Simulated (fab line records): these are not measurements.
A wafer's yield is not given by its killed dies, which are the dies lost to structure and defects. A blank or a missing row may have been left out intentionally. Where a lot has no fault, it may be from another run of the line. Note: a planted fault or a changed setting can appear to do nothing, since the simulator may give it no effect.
A lot that was struck, set against a sound lot / flow nandHarc / 6 steps out of a route of 1159
Sound: wafers L973.1, L973.2, L973.4. Struck: wafers L972.4, L972.5, L972.6. At the end, the cause is stated.
Each step with rows lists, per side, the tool, then ch with its chambers, then its first start. Under that, the readings that differ: sound wafers / struck wafers / difference of the means / sigmas: that difference in standard deviations of wafers without a fault.
alike: a reading whose means differ by less than 2 such deviations, as well as words and numbers matching on both sides. not compared: withheld readings; readings where some wafer has no value; bounds like >300 that might hide an equal value; numbers whose values overlap and for which the record gives no deviation.
The two part at a step that has a row with sigmas, a row that says differs or no value, or rows on one side only. Numbers that have no deviation but don't overlap get no sigmas and don't part them. Lack of a reading on every wafer of one side parts them only where that side has two or more wafers.

NHARC_P_START_INSPECT_01:
  struck on defectInspect-02, day 4 12:02; sound on defectInspect-01, day 4 18:02
  alike: rawDefectCount
then, 2 steps without rows for these wafers: NHARC_P_ZERO_WELL_PRECLEAN_00 (cleans in SPM, time 600 s); NHARC_P_ZERO_WELL_SRD_01.
NHARC_P_ZERO_WELL_PECVD_02: deposits SiO2, target thk 10 nm.
  sound on pecvd-02 ch 0,1, day 4 18:45; struck on pecvd-01 ch 0,1,2, day 4 13:13
then, 1 step without rows for these wafers: NHARC_P_ZERO_WELL_DEHYDRATE_03 (time 120 s).
-- the record jumps here: 18 days lie between the struck wafers' starts before and after (it left off in module P_ZERO_WELL and takes up again in module END, whose first step shown is number 1159 of the route) --
NHARC_END_SORT_01:
  sound on prober-01 ch 0, day 21 19:05; struck on prober-02 ch 0, day 22 09:53
reading=killedAtArray; sound=11 16 18; struck=36 44 40; difference=+25; sigmas=+2
reading=killedAtPeriphery; sound=3 5 5; struck=9 12 14; difference=+7; sigmas=+3
reading=killedDies; sound=14 21 23; struck=45 56 54; difference=+32; sigmas=+3
  alike: killedAtOther, killedOpen, killedShort

WHERE THEY PART
Only at NHARC_END_SORT_01, as far as this record shows.

WHY: whatever the simulator had introduced
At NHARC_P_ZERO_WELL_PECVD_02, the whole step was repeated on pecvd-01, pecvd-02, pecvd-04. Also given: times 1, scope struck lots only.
